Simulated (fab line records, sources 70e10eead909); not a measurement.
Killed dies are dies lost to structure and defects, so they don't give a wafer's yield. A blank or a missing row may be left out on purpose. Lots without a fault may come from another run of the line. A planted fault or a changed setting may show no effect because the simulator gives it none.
Which tool did it? | flow nand_harc | 12 lots, 36 wafers sampled, at 5 steps of a route of 1302

WHAT THE GAUGES READ, wafer by wafer
NHARC_P_STI_OVL_MEAS_10. Usual: overlay_x_nm 2 nm, standard deviation 4.9; overlay_y_nm 2 nm, standard deviation 6.1.
lot  | measured     | on         | overlay_x_nm (nm) | overlay_y_nm (nm) | flag
L440 | day 3 05:13  | overlay-01 | -4 -5 -4          | -2 -1 -2          |
L444 | day 4 21:41  | overlay-01 | 11 11 11          | 5 6 6             |
L446 | day 5 17:44  | overlay-02 | -1 -1 -1          | 7 6 7             |
L448 | day 6 16:05  | overlay-02 | -6 -6 -6          | -3 -3 -3          |
L449 | day 7 04:07  | overlay-02 | 1 1 1             | 13 14 14          |
L454 | day 9 03:44  | overlay-02 | -4 -3 -4          | 0 0 0             |
L455 | day 9 10:43  | overlay-01 | 3 2 3             | -7 -7 -7          |
L456 | day 9 22:12  | overlay-01 | 4 4 4             | 9 9 9             |
L458 | day 10 19:39 | overlay-02 | 6 5 6             | -7 -7 -7          |
L459 | day 11 05:28 | overlay-01 | 0 -1 0            | 0 -1 -1           |
L460 | day 11 15:10 | overlay-02 | 4 4 4             | 0 0 0             |
L461 | day 11 23:42 | overlay-02 | -4 -4 -4          | 9 9 9             |

NHARC_P_GATE_INSPECT_68. Usual: raw_defect_count 181, standard deviation 60.
lot  | measured     | on                | raw_defect_count | flag
L440 | day 6 06:37  | defect_inspect-02 | 168 176 158      |
L444 | day 7 18:14  | defect_inspect-02 | 207 237 142      |
L446 | day 8 15:25  | defect_inspect-01 | 171 118 147      |
L448 | day 9 16:29  | defect_inspect-02 | 588 198 188      |
L449 | day 10 10:21 | defect_inspect-01 | 163 142 181      |
L454 | day 12 11:00 | defect_inspect-02 | 150 124 232      |
L455 | day 12 10:13 | defect_inspect-01 | 138 118 254      |
L456 | day 12 18:17 | defect_inspect-01 | 393 194 175      |
L458 | day 13 19:25 | defect_inspect-02 | 183 135 216      |
L459 | day 14 04:50 | defect_inspect-01 | 252 274 301      |
L460 | day 15 02:11 | defect_inspect-01 | 136 158 132      |
L461 | day 15 01:58 | defect_inspect-01 | 137 103 102      |

NHARC_END_SORT_01. Usual: killed_at_array 56, standard deviation 17; killed_at_other 0.9, standard deviation 1.2; killed_at_periphery 3.9, standard deviation 2.5; killed_dies 61, standard deviation 17; killed_open 3.2, standard deviation 1.8; killed_short 2.7, standard deviation 1.7.
lot  | measured     | on        | killed_at_array | killed_at_other | killed_at_periphery | killed_dies | killed_open | killed_short | flag
L448 | day 28 20:20 | prober-02 | 46 55 41        | 0 0 0           | 35 4 2              | 81 59 43    | 5 2 4       | 1 5 2        | OFF

WHICH TOOL RAN EACH LOT (tool, then ch and the chambers of the sampled wafers, then the start)
lot  | NHARC_P_GATE_STRIP_108             | NHARC_P_GATE_ETCHBACK_37
L440 | rie_diel-02 ch 1,3, day 5 10:38    | rie_diel-01 ch 0,3, day 6 06:37 or earlier
L444 | rie_diel-01 ch 0,1, day 7 00:29    | rie_diel-07 ch 2,3, day 7 18:14 or earlier
L446 | rie_diel-02 ch 0,3, day 7 21:49    | rie_diel-02 ch 2,3, day 8 15:25 or earlier
L448 | rie_diel-02 ch 0,1,2, day 8 22:49  | rie_diel-02 ch 0,3, day 9 16:29 or earlier
L449 | rie_diel-07 ch 2,3, day 9 16:39    | rie_diel-07 ch 0,3, day 10 10:21 or earlier
L454 | rie_diel-02 ch 0,2,3, day 11 17:09 | rie_diel-02 ch 0,2, day 12 11:00 or earlier
L455 | rie_diel-01 ch 0,3, day 11 16:33   | rie_diel-01 ch 0,2,3, day 12 10:13 or earlier
L456 | rie_diel-01 ch 2,3, day 12 00:43   | rie_diel-02 ch 0,2, day 12 18:17 or earlier
L458 | rie_diel-01 ch 1,2,3, day 13 01:38 | rie_diel-02 ch 0,1,3, day 13 19:25 or earlier
L459 | rie_diel-01 ch 0,1,2, day 13 10:53 | rie_diel-01 ch 0,1,2, day 14 04:50 or earlier
L460 | rie_diel-02 ch 0,2, day 14 07:55   | rie_diel-02 ch 2,3, day 15 02:11 or earlier
L461 | rie_diel-01 ch 1,2, day 14 07:46   | rie_diel-02 ch 1,2, day 15 01:58 or earlier
- NHARC_P_GATE_STRIP_108: strips in O2.
- NHARC_P_GATE_ETCHBACK_37: etches the open film in CHF3/O2, target depth 34.5 nm, time 17.2 s.

WHAT THE TOOLS THEMSELVES READ (means of the sampled wafers that have a number; where no wafer has one, the mark that the record gives instead)
NHARC_P_GATE_STRIP_108. Usual: drypump_motor_current_A 5.8 A, standard deviation 0.31; oes_product_au 0.995 a.u., standard deviation 0.011; rf_vpp_V 57.7 V, standard deviation 0.88; showerhead_plenum_p_Torr 3.50 Torr, standard deviation 0.17; throttle_valve_pct 17.037 %, standard deviation 0.0091.
lot  | tool        | drypump_motor_current_A (A) | oes_product_au (a.u.) | rf_vpp_V (V) | showerhead_plenum_p_Torr (Torr) | throttle_valve_pct (%) | flag
L440 | rie_diel-02 | 6.0                         | 1.000                 | 58.2         | 3.64                            | 17.034                 |
L444 | rie_diel-01 | 5.8                         | 0.992                 | 57.3         | 3.35                            | 17.040                 |
L446 | rie_diel-02 | 6.3                         | 0.988                 | 58.0         | 3.51                            | 17.031                 |
L448 | rie_diel-02 | 6.0                         | 0.997                 | 57.2         | 3.49                            | 17.051                 |
L449 | rie_diel-07 | 5.4                         | 1.000                 | 57.7         | 3.37                            | 17.047                 |
L454 | rie_diel-02 | 6.1                         | 1.004                 | 57.6         | 3.45                            | 17.042                 |
L455 | rie_diel-01 | 5.9                         | 0.986                 | 58.2         | 3.59                            | 17.034                 |
L456 | rie_diel-01 | 5.8                         | 0.980                 | 58.3         | 3.73                            | 17.034                 |
L458 | rie_diel-01 | 5.6                         | 0.985                 | 57.6         | 3.62                            | 17.041                 |
L459 | rie_diel-01 | 5.7                         | 0.994                 | 57.2         | 3.49                            | 17.031                 |
L460 | rie_diel-02 | 6.2                         | 0.999                 | 57.3         | 3.36                            | 17.040                 |
L461 | rie_diel-01 | 5.6                         | 0.997                 | 58.0         | 3.63                            | 17.044                 |

NHARC_P_GATE_ETCHBACK_37. Usual: bias_w 200.0 W, standard deviation 0.63; drypump_motor_current_A 5.84 A, standard deviation 0.3; oes_product_au 0.931 a.u., standard deviation 0.024; rf_vpp_V 370.4 V, standard deviation 2.7; showerhead_plenum_p_Torr 2.39 Torr, standard deviation 0.12; throttle_valve_pct 20.572 %, standard deviation 0.0088.
lot  | tool        | bias_w (W) | drypump_motor_current_A (A) | oes_product_au (a.u.) | rf_vpp_V (V) | showerhead_plenum_p_Torr (Torr) | throttle_valve_pct (%) | flag
L440 | rie_diel-01 | 199.8      | 5.89                        | 0.918                 | 371.2        | 2.45                            | 20.578                 |
L444 | rie_diel-07 | 199.2      | 5.42                        | 0.920                 | 368.1        | 2.29                            | 20.584                 |
L446 | rie_diel-02 | 200.1      | 6.08                        | 0.913                 | 371.8        | 2.41                            | 20.569                 |
L448 | rie_diel-02 | 200.6      | 6.26                        | 0.911                 | 369.8        | 2.39                            | 20.569                 |
L449 | rie_diel-07 | 200.5      | 5.70                        | 0.925                 | 372.4        | 2.46                            | 20.570                 |
L454 | rie_diel-02 | 199.2      | 6.01                        | 0.929                 | 369.1        | 2.31                            | 20.572                 |
L455 | rie_diel-01 | 200.1      | 5.86                        | 0.910                 | 372.4        | 2.46                            | 20.570                 |
L456 | rie_diel-02 | 200.4      | 6.02                        | 0.931                 | 367.7        | 2.31                            | 20.577                 |
L458 | rie_diel-02 | 199.3      | 6.09                        | 0.966                 | 370.9        | 2.41                            | 20.570                 |
L459 | rie_diel-01 | 200.2      | 5.73                        | 0.919                 | 369.5        | 2.38                            | 20.566                 |
L460 | rie_diel-02 | 200.0      | 6.10                        | 0.923                 | 370.3        | 2.41                            | 20.570                 |
L461 | rie_diel-02 | 199.7      | 5.77                        | 0.938                 | 370.9        | 2.40                            | 20.580                 |

THE ANSWER, worked out from the rows above alone
Rule: a lot is off if the mean of its wafers that have a number lies more than 3 standard deviations from the usual mean. A lot without any number at a reading at which 4 lots or more have one is off too. The other lots that the step has rows for count as sound. The gauges are gone through in route order, then the tools' own readings, and for those a lot's mean is taken as printed above. The first step at which some lot is off is used, and at that step the reading that is off furthest; a lot without a number counts as furthest.
Off: L448, at NHARC_END_SORT_01 (killed_at_periphery). Neither off nor sound, because the step has no rows for them: L440, L444, L446, L449, L454, L455, L456, L458, L459, L460, L461.
A tool fits if, at a process step before that reading, it ran every lot that is off, and no sound lot after the first of them. The gauges at NHARC_END_SORT_01 are tried like those tools. NHARC_P_GATE_ETCHBACK_37 gives no start for some lots, so the hours and the order of its lots are those of NHARC_P_GATE_INSPECT_68. Can't be told from this: 2 tools fit, rie_diel-02 at NHARC_P_GATE_STRIP_108 and NHARC_P_GATE_ETCHBACK_37, prober-02 at NHARC_END_SORT_01.

WHAT THE SIMULATOR HAD PUT IN
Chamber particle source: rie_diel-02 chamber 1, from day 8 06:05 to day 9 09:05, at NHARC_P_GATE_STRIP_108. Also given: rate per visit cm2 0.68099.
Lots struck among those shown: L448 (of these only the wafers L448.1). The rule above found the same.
